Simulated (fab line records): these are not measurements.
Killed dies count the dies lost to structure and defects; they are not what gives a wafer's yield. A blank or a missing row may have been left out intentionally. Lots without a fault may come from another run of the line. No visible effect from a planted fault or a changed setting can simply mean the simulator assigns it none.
fab line records + flow nandHarc
record
- lots=7
- wafers=19
- lastDay=35
route steps=1302 shown A_CONTACT@1007 END@1302
lots that met no fault: taken from a fault-free run of the same line
startH: start of the lot's first displayed wafer, in hours after the record's first day + waitH: hours from the lot's prior step to this one + " identical to the entry in the row above + L1.1+2: one row covering several wafers at once + - either no value or no given start + * or withheld: withheld + < > ~ a bound
route shown NAME@n: NAME is a module with steps in the file, n the number in the route of the first one + usual: average and standard deviation across the fault-free wafers + same: alike in all rows + chamber/n: place in a boat + sites: per-site readings + _std_site: the values' standard deviation + _edge_site: outer sites' mean less inner sites' + radiusMm: for every site, how far away it sits from the centre of the wafer + mask NAME#n: copy n + behind: the last tool/chamber to shape the wafer + hold: what put the lot on hold/how long, in hours/how the hold closed + device: whichever transistor did not switch (one of n, p or np) + end of line: the tests these same wafers got at the end of their route + a step given without rows: its recipe and nothing more + killed: dies lost to structure and defects at the first sort, not the wafer's yield + map: shows each die of a wafer: x if killed, . if not, _ if none is there
set.NAME: the setting that was run; set.NAME@STEP: the one run at that earlier step + model.NAME: the simulator's own value behind a step, which no gauge read
certain route steps with their lots: each step a table, each wafer a row
services: when a tool's chamber went out of use (startH, in hours from the record's first day, below 0 if earlier), for how many hours, and the reason
## steps
# step NHARC_A_CONTACT_ETCH_113
# recipe
- sourceW=withheld
- pressureMtorr=20
- biasV=3000
- timeS=190
- targetDepthA=18500
- arFlowSccm=withheld
- c4f8FlowSccm=withheld
- o2FlowSccm=withheld
- chemistry=C4F8/O2/Ar
# usual
- runLengthS=190/0
| lot.wafer | tool          | chamber | startH | waitH | rfHoursCounterH | runLengthS |
|-----------|---------------|---------|--------|-------|-----------------|------------|
| L398.2    | harCapEtch-01 | 1       | 595.45 | 0.1   | 6               | 190        |
| L398.4    | "             | 1       | "      | "     | -               | 190        |
| L398.6    | "             | 1       | "      | "     | -               | 190        |
| L406.5    | harCapEtch-03 | 1       | 632.63 | 0.1   | -               | 190        |
| L406.6    | "             | 0       | "      | "     | -               | 190        |
| L408.1    | harCapEtch-01 | 0       | 641.48 | 0.1   | 17              | 190        |
| L408.2    | "             | 1       | "      | "     | 17              | 190        |
| L408.6    | "             | 0       | "      | "     | -               | 190        |
| L410.2    | harCapEtch-01 | 0       | 651.20 | 0.1   | 20              | 190        |
| L410.6    | "             | 1       | "      | "     | -               | 190        |
| L411.2    | harCapEtch-01 | 0       | 658.08 | 0.1   | 22              | 190        |
| L411.4    | "             | 1       | "      | "     | -               | 190        |
| L411.3    | "             | 0       | "      | "     | -               | 190        |
| L413.3    | harCapEtch-03 | 1       | 691.15 | 0.2   | -               | 190        |
| L413.4    | "             | 0       | "      | "     | -               | 190        |
| L413.6    | "             | 0       | "      | "     | -               | 190        |
| L417.1    | harCapEtch-03 | 1       | 759.09 | 0.1   | 83              | 190        |
| L417.4    | "             | 0       | "      | "     | -               | 190        |
| L417.5    | "             | 1       | "      | "     | -               | 190        |
# step NHARC_A_CONTACT_ETCH_114
# recipe
- sourceW=withheld
- pressureMtorr=20
- biasV=3000
- timeS=190
- targetDepthA=18500
- arFlowSccm=withheld
- c4f8FlowSccm=withheld
- o2FlowSccm=withheld
- chemistry=C4F8/O2/Ar
# usual
- runLengthS=190/0
| lot.wafer | tool          | chamber | startH | waitH | rfHoursCounterH | runLengthS |
|-----------|---------------|---------|--------|-------|-----------------|------------|
| L398.2    | harCapEtch-01 | 1       | 595.62 | 0.1   | 6               | 190        |
| L398.4    | "             | 1       | "      | "     | -               | 190        |
| L398.6    | "             | 1       | "      | "     | -               | 190        |
| L406.5    | harCapEtch-03 | 1       | 632.81 | 0.1   | -               | 190        |
| L406.6    | "             | 0       | "      | "     | -               | 190        |
| L408.1    | harCapEtch-01 | 0       | 641.65 | 0.1   | 18              | 190        |
| L408.2    | "             | 1       | "      | "     | 18              | 190        |
| L408.6    | "             | 0       | "      | "     | -               | 190        |
| L410.2    | harCapEtch-01 | 0       | 651.37 | 0.1   | 20              | 190        |
| L410.6    | "             | 1       | "      | "     | -               | 190        |
| L411.2    | harCapEtch-01 | 0       | 658.25 | 0.1   | 22              | 190        |
| L411.4    | "             | 1       | "      | "     | -               | 190        |
| L411.3    | "             | 0       | "      | "     | -               | 190        |
| L413.3    | harCapEtch-03 | 1       | 691.38 | 0.2   | -               | 190        |
| L413.4    | "             | 0       | "      | "     | -               | 190        |
| L413.6    | "             | 0       | "      | "     | -               | 190        |
| L417.1    | harCapEtch-03 | 1       | 759.26 | 0.1   | 84              | 190        |
| L417.4    | "             | 0       | "      | "     | -               | 190        |
| L417.5    | "             | 1       | "      | "     | -               | 190        |
# step NHARC_A_CONTACT_ETCH_115
# recipe
- sourceW=withheld
- pressureMtorr=20
- biasV=3000
- timeS=190
- targetDepthA=18500
- arFlowSccm=withheld
- c4f8FlowSccm=withheld
- o2FlowSccm=withheld
- chemistry=C4F8/O2/Ar
# usual
- runLengthS=190/0
| lot.wafer | tool          | chamber | startH | waitH | rfHoursCounterH | runLengthS |
|-----------|---------------|---------|--------|-------|-----------------|------------|
| L398.2    | harCapEtch-01 | 1       | 595.79 | 0.1   | 6               | 190        |
| L398.4    | "             | 1       | "      | "     | -               | 190        |
| L398.6    | "             | 1       | "      | "     | -               | 190        |
| L406.5    | harCapEtch-03 | 1       | 632.98 | 0.1   | -               | 190        |
| L406.6    | "             | 0       | "      | "     | -               | 190        |
| L408.1    | harCapEtch-01 | 0       | 641.82 | 0.1   | 18              | 190        |
| L408.2    | "             | 1       | "      | "     | 18              | 190        |
| L408.6    | "             | 0       | "      | "     | -               | 190        |
| L410.2    | harCapEtch-01 | 0       | 651.54 | 0.1   | 20              | 190        |
| L410.6    | "             | 1       | "      | "     | -               | 190        |
| L411.2    | harCapEtch-01 | 0       | 658.42 | 0.1   | 22              | 190        |
| L411.4    | "             | 1       | "      | "     | -               | 190        |
| L411.3    | "             | 0       | "      | "     | -               | 190        |
| L413.3    | harCapEtch-03 | 1       | 691.60 | 0.2   | -               | 190        |
| L413.4    | "             | 0       | "      | "     | -               | 190        |
| L413.6    | "             | 0       | "      | "     | -               | 190        |
| L417.1    | harCapEtch-03 | 1       | 759.44 | 0.1   | 84              | 190        |
| L417.4    | "             | 0       | "      | "     | -               | 190        |
| L417.5    | "             | 1       | "      | "     | -               | 190        |
# step NHARC_A_CONTACT_ETCH_116
# recipe
- sourceW=withheld
- pressureMtorr=20
- biasV=3000
- timeS=190
- targetDepthA=18500
- arFlowSccm=withheld
- c4f8FlowSccm=withheld
- o2FlowSccm=withheld
- chemistry=C4F8/O2/Ar
# step NHARC_A_CONTACT_ETCH_117
# recipe
- sourceW=withheld
- pressureMtorr=20
- biasV=3000
- timeS=190
- targetDepthA=18500
- arFlowSccm=withheld
- c4f8FlowSccm=withheld
- o2FlowSccm=withheld
- chemistry=C4F8/O2/Ar
# step NHARC_A_CONTACT_ETCH_118
# recipe
- sourceW=withheld
- pressureMtorr=20
- biasV=3000
- timeS=190
- targetDepthA=18500
- arFlowSccm=withheld
- c4f8FlowSccm=withheld
- o2FlowSccm=withheld
- chemistry=C4F8/O2/Ar
# step NHARC_A_CONTACT_ETCH_119
# recipe
- sourceW=withheld
- pressureMtorr=20
- biasV=3000
- timeS=190
- targetDepthA=18500
- arFlowSccm=withheld
- c4f8FlowSccm=withheld
- o2FlowSccm=withheld
- chemistry=C4F8/O2/Ar
# usual
- runLengthS=190/0
| lot.wafer | tool          | chamber | startH | waitH | rfHoursCounterH | runLengthS |
|-----------|---------------|---------|--------|-------|-----------------|------------|
| L398.2    | harCapEtch-01 | 1       | 596.48 | 0.1   | 7               | 190        |
| L398.4    | "             | 1       | "      | "     | -               | 190        |
| L398.6    | "             | 1       | "      | "     | -               | 190        |
| L406.5    | harCapEtch-03 | 1       | 633.66 | 0.1   | -               | 190        |
| L406.6    | "             | 0       | "      | "     | -               | 190        |
| L408.1    | harCapEtch-01 | 0       | 642.51 | 0.1   | 18              | 190        |
| L408.2    | "             | 1       | "      | "     | 18              | 190        |
| L408.6    | "             | 0       | "      | "     | -               | 190        |
| L410.2    | harCapEtch-01 | 0       | 652.23 | 0.1   | 21              | 190        |
| L410.6    | "             | 1       | "      | "     | -               | 190        |
| L411.2    | harCapEtch-01 | 0       | 659.11 | 0.1   | 23              | 190        |
| L411.4    | "             | 1       | "      | "     | -               | 190        |
| L411.3    | "             | 0       | "      | "     | -               | 190        |
| L413.3    | harCapEtch-03 | 1       | 692.51 | 0.2   | -               | 190        |
| L413.4    | "             | 0       | "      | "     | -               | 190        |
| L413.6    | "             | 0       | "      | "     | -               | 190        |
| L417.1    | harCapEtch-03 | 1       | 760.12 | 0.1   | 84              | 190        |
| L417.4    | "             | 0       | "      | "     | -               | 190        |
| L417.5    | "             | 1       | "      | "     | -               | 190        |
# step NHARC_A_CONTACT_ETCH_120
# recipe
- sourceW=withheld
- pressureMtorr=20
- biasV=3000
- timeS=190
- targetDepthA=18500
- arFlowSccm=withheld
- c4f8FlowSccm=withheld
- o2FlowSccm=withheld
- chemistry=C4F8/O2/Ar
# step NHARC_A_CONTACT_ETCH_121
# recipe
- sourceW=withheld
- pressureMtorr=20
- biasV=3000
- timeS=190
- targetDepthA=18500
- arFlowSccm=withheld
- c4f8FlowSccm=withheld
- o2FlowSccm=withheld
- chemistry=C4F8/O2/Ar
# step NHARC_A_CONTACT_ETCH_122
# recipe
- sourceW=withheld
- pressureMtorr=20
- biasV=3000
- timeS=190
- targetDepthA=18500
- arFlowSccm=withheld
- c4f8FlowSccm=withheld
- o2FlowSccm=withheld
- chemistry=C4F8/O2/Ar
# usual
- runLengthS=190/0
| lot.wafer | tool          | chamber | startH | waitH | rfHoursCounterH | runLengthS |
|-----------|---------------|---------|--------|-------|-----------------|------------|
| L398.2    | harCapEtch-01 | 1       | 596.98 | 0.1   | 8               | 190        |
| L398.4    | "             | 1       | "      | "     | -               | 190        |
| L398.6    | "             | 1       | "      | "     | -               | 190        |
| L406.5    | harCapEtch-03 | 1       | 634.18 | 0.1   | -               | 190        |
| L406.6    | "             | 0       | "      | "     | -               | 190        |
| L408.1    | harCapEtch-01 | 0       | 643.02 | 0.1   | 19              | 190        |
| L408.2    | "             | 1       | "      | "     | 19              | 190        |
| L408.6    | "             | 0       | "      | "     | -               | 190        |
| L410.2    | harCapEtch-01 | 0       | 652.74 | 0.1   | 21              | 190        |
| L410.6    | "             | 1       | "      | "     | -               | 190        |
| L411.2    | harCapEtch-01 | 0       | 659.62 | 0.1   | 23              | 190        |
| L411.4    | "             | 1       | "      | "     | -               | 190        |
| L411.3    | "             | 0       | "      | "     | -               | 190        |
| L413.3    | harCapEtch-03 | 1       | 693.19 | 0.2   | -               | 190        |
| L413.4    | "             | 0       | "      | "     | -               | 190        |
| L413.6    | "             | 0       | "      | "     | -               | 190        |
| L417.1    | harCapEtch-03 | 1       | 760.62 | 0.1   | 85              | 190        |
| L417.4    | "             | 0       | "      | "     | -               | 190        |
| L417.5    | "             | 1       | "      | "     | -               | 190        |
# step NHARC_A_CONTACT_ETCH_123
# recipe
- sourceW=withheld
- pressureMtorr=20
- biasV=400
- timeS=490
- targetDepthA=21100
- arFlowSccm=withheld
- c4f8FlowSccm=11.5
- o2FlowSccm=7.2
- chemistry=C4F8/O2/Ar
# step NHARC_A_CONTACT_ETCH_90
# recipe
- targetDepthA=400
- overEtchFrac=0.5
- timeS=85.7
- ionEnergyEv=120
- ch3fFlowSccm=50
- o2FlowSccm=30
- arFlowSccm=200
- rfW=500
- biasW=100
- chemistry=CH3F/O2
# step NHARC_A_CONTACT_ETCH_96
# recipe
- targetDepthA=200
- overEtchFrac=0.5
- timeS=10
- ionEnergyEv=250
- c4f6FlowSccm=25
- o2FlowSccm=20
- arFlowSccm=500
- rfW=600
- biasW=500
- chemistry=C4F6/O2
# usual
- c4f6FlowSccm=25.01/0.073
- drypumpMotorCurrentA=5.8/0.6
- mfcArSccm=500.1/1.5
- oesProductAu=0.961/0.025
- rfVppV=546/3.1
- runLengthS=31.1/0.33
- showerheadPlenumPTorr=3.89/0.14
- throttleValvePct=26.903/0.0093
| lot.wafer | tool       | chamber | startH | waitH | c4f6FlowSccm | drypumpMotorCurrentA | mfcArSccm | oesProductAu | rfHoursCounterH | rfVppV | runLengthS | showerheadPlenumPTorr | throttleValvePct |
|-----------|------------|---------|--------|-------|--------------|----------------------|-----------|--------------|-----------------|--------|------------|-----------------------|------------------|
| L398.4    | rieDiel-01 | 2       | 598.27 | -     | 24.98        | 4.8                  | 501.4     | 0.994        | 12              | 545    | 30.9       | 3.83                  | 26.910           |
| L398.2    | "          | 1       | "      | "     | 24.93        | 6.4                  | 501.9     | 0.992        | 13              | 543    | 31.6       | 3.71                  | 26.896           |
| L398.6    | "          | 3       | "      | "     | 24.99        | 6.2                  | 500.5     | 0.988        | -               | 545    | 31.1       | 3.84                  | 26.885           |
| L406.6    | rieDiel-01 | 2       | 635.35 | -     | 25.08        | 4.8                  | 500.0     | 0.952        | -               | 544    | 27.6       | 3.82                  | 26.911           |
| L406.5    | "          | 3       | "      | "     | 25.03        | 6.2                  | 499.5     | 0.954        | -               | 544    | 28.0       | 3.83                  | 26.907           |
| L408.2    | rieDiel-01 | 2       | 644.30 | -     | 24.97        | 4.8                  | 500.3     | 0.935        | 28              | 544    | 30.9       | 3.82                  | 26.906           |
| L408.1    | "          | 3       | "      | "     | 25.06        | 6.2                  | 500.7     | 0.924        | 24              | 544    | 31.1       | 3.83                  | 26.892           |
| L408.6    | "          | 3       | "      | "     | 25.00        | 6.2                  | 498.7     | 0.926        | -               | 545    | 28.1       | 3.83                  | 26.911           |
| L410.2    | rieDiel-01 | 1       | 654.03 | -     | 25.03        | 6.4                  | 496.2     | 0.945        | 33              | 543    | 31.7       | 3.70                  | 26.893           |
| L410.6    | "          | 3       | "      | "     | 24.84        | 6.2                  | 500.9     | 0.945        | -               | 546    | 27.9       | 3.83                  | 26.899           |
| L411.4    | rieDiel-04 | 1       | 660.88 | -     | 24.91        | 5.7                  | 500.2     | 0.952        | 20              | 547    | 30.8       | 3.98                  | 26.911           |
| L411.3    | "          | 2       | "      | "     | 25.01        | 5.2                  | 499.4     | 0.951        | 20              | 542    | 30.6       | 3.74                  | 26.907           |
| L411.2    | "          | 3       | "      | "     | 25.08        | 6.2                  | 500.1     | 0.932        | 21              | 547    | 31.3       | 3.97                  | 26.898           |
| L413.3    | rieDiel-10 | 0       | 694.81 | -     | 24.95        | 5.4                  | 500.1     | 0.966        | 28              | 545    | 30.9       | 3.77                  | 26.901           |
| L413.4    | "          | 1       | "      | "     | 24.97        | 5.8                  | 499.1     | 0.974        | 27              | 541    | 31.6       | 3.65                  | 26.912           |
| L413.6    | "          | 3       | "      | "     | 24.97        | 5.3                  | 500.7     | 0.980        | -               | 550    | 31.0       | 4.08                  | 26.905           |
| L417.1    | rieDiel-04 | 2       | 761.91 | -     | 24.99        | 5.2                  | 498.7     | 0.946        | 7               | 543    | 30.8       | 3.74                  | 26.913           |
| L417.4    | "          | 0       | "      | "     | 25.07        | 6.3                  | 498.2     | 0.926        | 7               | 553    | 31.3       | 4.10                  | 26.913           |
| L417.5    | "          | 3       | "      | "     | 24.98        | 6.2                  | 502.0     | 0.939        | -               | 548    | 31.9       | 3.96                  | 26.909           |
# step NHARC_A_CONTACT_CD_MEAS_53
# usual
- cdNm=289.5/0.83
| lot.wafer | tool     | chamber | startH | waitH | cdNm  |
|-----------|----------|---------|--------|-------|-------|
| L398.2    | cdSem-02 | -       | 598.35 | -     | 289.2 |
| L398.4    | "        | -       | "      | "     | 288.6 |
| L398.6    | "        | -       | "      | "     | 289.9 |
| L406.5    | cdSem-03 | -       | 635.44 | -     | 291.2 |
| L406.6    | "        | -       | "      | "     | 290.8 |
| L408.1    | cdSem-01 | -       | 644.38 | -     | 288.4 |
| L408.2    | "        | -       | "      | "     | 288.5 |
| L408.6    | "        | -       | "      | "     | 288.5 |
| L410.2    | cdSem-01 | -       | 654.10 | -     | 290.1 |
| L410.6    | "        | -       | "      | "     | 289.4 |
| L411.2    | cdSem-03 | -       | 660.96 | -     | 289.9 |
| L411.3    | "        | -       | "      | "     | 289.3 |
| L411.4    | "        | -       | "      | "     | 289.6 |
| L413.3    | cdSem-03 | -       | 694.89 | -     | 290.5 |
| L413.4    | "        | -       | "      | "     | 289.9 |
| L413.6    | "        | -       | "      | "     | 290.3 |
| L417.1    | cdSem-01 | -       | 761.99 | -     | 289.5 |
| L417.4    | "        | -       | "      | "     | 289.3 |
| L417.5    | "        | -       | "      | "     | 290.0 |
# step NHARC_END_SORT_01
# recipe
- tempC=25
# usual
- killedAtArray=54/18
- killedAtOther=0.9/1.2
- killedAtPeriphery=4.4/2.9
- killedDies=59/18
- killedOpen=3.2/1.8
- killedShort=2.6/1.8
# same
- grossDies=677
| lot.wafer | tool      | chamber | startH | waitH | killedAtArray | killedAtOther | killedAtPeriphery | killedDies | killedOpen | killedShort |
|-----------|-----------|---------|--------|-------|---------------|---------------|-------------------|------------|------------|-------------|
| L406.5    | prober-01 | 0       | 723.67 | 3.7   | 121           | 1             | 4                 | 126        | 5          | 3           |
| L406.6    | prober-01 | 0       | 724.47 | 4.0   | 152           | 0             | 3                 | 155        | 6          | 3           |
| L408.6    | prober-01 | 0       | 732.36 | 4.1   | 91            | 0             | 4                 | 95         | 3          | 4           |
| L410.6    | prober-01 | 0       | 740.15 | 4.0   | 81            | 3             | 5                 | 89         | 6          | 2           |
# killed by level:class
L406.5 A_CONTACT:areaEtch=64 A_CHANNEL_HOLE_D2:chamberFilmFlake=23 A_CONTACT:chamberFilmFlake=8 A_STAIRCASE:chamberFilmFlake=7 A_SLIT:chamberFilmFlake=6 A_CHANNEL_HOLE_D1:chamberFilmFlake=5 A_M0:geometricParticle:open=2 P_GATE:geometricParticle:open=1
L406.6 A_CONTACT:areaEtch=90 A_CHANNEL_HOLE_D2:chamberFilmFlake=24 A_CHANNEL_HOLE_D1:chamberFilmFlake=7 A_SLIT:chamberFilmFlake=7 A_CONTACT:chamberFilmFlake=7 A_STAIRCASE:chamberFilmFlake=6 A_WL_FILL:chamberFilmFlake=3 A_WL_FILL:geometricParticle:open=2
L408.6 A_SLIT:chamberFilmFlake=31 A_CONTACT:areaEtch=27 A_CHANNEL_HOLE_D1:chamberFilmFlake=21 A_CHANNEL_FILL_D1:geometricParticle:short=2 P_GATE:chamberFilmFlake=2 A_ZERO_WELL:chamberFilmFlake=2 A_CONTACT:chamberFilmFlake=2 P_STI:geometricParticle:short=1
L410.6 A_CONTACT:areaEtch=32 A_CHANNEL_HOLE_D2:chamberFilmFlake=22 A_CHANNEL_HOLE_D1:chamberFilmFlake=14 A_SLIT:chamberFilmFlake=4 A_CHANNEL_FILL_D1:geometricParticle:open=2 P_STI:chamberFilmFlake=2 P_GATE:chamberFilmFlake=2 A_DECK1_JOINT:chamberFilmFlake=2
## services
| tool       | chamber | startH | hours | kind   |
|------------|---------|--------|-------|--------|
| rieDiel-01 | 0       | 591.30 | -     | clean  |
| rieDiel-01 | 1       | 591.30 | -     | clean  |
| rieDiel-01 | 2       | 591.30 | -     | clean  |
| rieDiel-01 | 3       | 591.30 | -     | clean  |
| rieDiel-10 | -       | 596.76 | 9.0   | pm     |
| rieDiel-01 | 0       | 615.80 | -     | clean  |
| rieDiel-01 | 1       | 615.80 | -     | clean  |
| rieDiel-01 | 2       | 615.80 | -     | clean  |
| rieDiel-01 | 3       | 615.80 | -     | clean  |
| rieDiel-01 | 0       | 619.70 | 6.1   | repair |
| rieDiel-01 | 0       | 641.02 | -     | clean  |
| rieDiel-01 | 1       | 641.02 | -     | clean  |
| rieDiel-01 | 2       | 641.02 | -     | clean  |
| rieDiel-01 | 3       | 641.02 | -     | clean  |
| rieDiel-10 | 1       | 643.14 | 7.1   | repair |
| rieDiel-04 | 1       | 663.57 | 4.8   | repair |
| rieDiel-01 | 0       | 665.55 | -     | clean  |
| rieDiel-01 | 1       | 665.55 | -     | clean  |
| rieDiel-01 | 2       | 665.55 | -     | clean  |
| rieDiel-01 | 3       | 693.84 | 1.7   | repair |
| rieDiel-10 | 0       | 699.92 | 2.5   | repair |
| rieDiel-01 | 1       | 704.98 | 2.9   | repair |
| rieDiel-04 | -       | 709.13 | 9.0   | pm     |
| rieDiel-01 | -       | 735.33 | 9.0   | pm     |
## key
firstSign
- step=NHARC_A_CONTACT_ETCH_96
- reading=runLengthS
- direction=down
- sigmas=9.9
- usual=*
- struck=*
effect
- step=NHARC_END_SORT_01
- reading=killedAtArray
- direction=up
- sigmas=3.1
- usual=54
- struck=111
- wafersMoved=2
moreKillsBornAt
- NHARC_A_CONTACT_ETCH_96@rieDiel-01=213
metAt NHARC_A_CONTACT_ETCH_96
struckWafers L406.5,L406.6,L408.6,L410.6
testerLeftOut L406,L408,L410
onsetBetween 598.27 635.35
fault
- kind=processParameterDrift
- tool=rieDiel-01
- chamber=-
- onsetH=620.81
- steps=NHARC_A_CONTACT_ETCH_96
- channel=timeS
- offset=*
- shape=step
- endH=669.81
- scope=struckWafersOnly
- actsIn=*
- stated=*
# testerLeftOut: of these lots the tester's yield and bins aren't shown, on N5 and GAA mostly nor the transistor test; their killed dies are dies lost to structure and defects alone, not to doping, threshold or leakage, so they don't give the yield
